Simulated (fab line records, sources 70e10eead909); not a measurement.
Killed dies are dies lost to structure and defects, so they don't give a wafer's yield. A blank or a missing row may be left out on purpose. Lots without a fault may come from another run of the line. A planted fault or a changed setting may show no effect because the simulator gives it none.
Which tool did it? | flow nand_harc | 6 lots, 18 wafers sampled, at 4 steps of a route of 1159

WHAT THE GAUGES READ, wafer by wafer
NHARC_A_CONTACT_CD_MEAS_80.
lot  | measured     | on        | cd_nm (nm)
L556 | day 18 01:54 | cd_sem-02 | 190.1 189.4 188.9
L559 | day 19 10:02 | cd_sem-02 | 188.9 189.5 189.3
L567 | day 21 00:19 | cd_sem-03 | 189.4 189.0 189.0
L569 | day 21 04:50 | cd_sem-01 | 188.9 189.3 188.1
L570 | day 22 00:03 | cd_sem-02 | 189.0 188.7 188.3
L571 | day 22 12:38 | cd_sem-01 | 189.8 190.0 190.5

WHICH TOOL RAN EACH LOT (tool, then ch and the chambers of the sampled wafers, then the start)
lot  | NHARC_A_CONTACT_ETCH_129             | NHARC_A_CONTACT_ETCH_132             | NHARC_A_CONTACT_ETCH_97
L556 | har_cap_etch-03 ch 0,1, day 18 00:18 | har_cap_etch-03 ch 0,1, day 18 00:52 | rie_diel-12 ch 0,1, day 18 01:54 or earlier
L559 | har_cap_etch-03 ch 0,1, day 19 08:43 | har_cap_etch-03 ch 0,1, day 19 09:08 | rie_diel-12 ch 0,1, day 19 10:02 or earlier
L567 | har_cap_etch-02 ch 0,1, day 20 22:59 | har_cap_etch-02 ch 0,1, day 20 23:25 | rie_diel-12 ch 0,1,2, day 21 00:19 or earlier
L569 | har_cap_etch-03 ch 0,1, day 21 03:29 | har_cap_etch-03 ch 0,1, day 21 03:55 | rie_diel-12 ch 0,1,3, day 21 04:50 or earlier
L570 | har_cap_etch-01 ch 0,1, day 21 22:40 | har_cap_etch-01 ch 0,1, day 21 23:05 | rie_diel-12 ch 0,1,3, day 22 00:03 or earlier
L571 | har_cap_etch-02 ch 0,1, day 22 11:19 | har_cap_etch-02 ch 0,1, day 22 11:44 | rie_diel-12 ch 1,2,3, day 22 12:38 or earlier
- NHARC_A_CONTACT_ETCH_129: etches the open film in C4F8/O2/Ar, time 155 s, target depth 956 nm.
- NHARC_A_CONTACT_ETCH_132: etches the open film in C4F8/O2/Ar, time 156 s, target depth 958 nm.
- NHARC_A_CONTACT_ETCH_97: etches the open film in C4F6/O2, target depth 20 nm, time 10 s.

THE ANSWER, worked out from the rows above alone
Rule: what is usual is taken from the lots themselves. Put in order of their means at a reading, lots are off if they are a third of the lots or fewer, leave a main group of 4 or more, and stand apart from it by a gap of 3 or more times the standard deviation of the main group's means; of several such gaps the widest counts. A main group whose means are all the same, to the digits that the tables above print for the reading, isn't used. A lot without any number at a reading at which 4 lots or more have one is off too. The other lots that the step has rows for count as sound.
No lot is off at any reading shown: from this, nothing can be told.

WHAT THE SIMULATOR HAD PUT IN
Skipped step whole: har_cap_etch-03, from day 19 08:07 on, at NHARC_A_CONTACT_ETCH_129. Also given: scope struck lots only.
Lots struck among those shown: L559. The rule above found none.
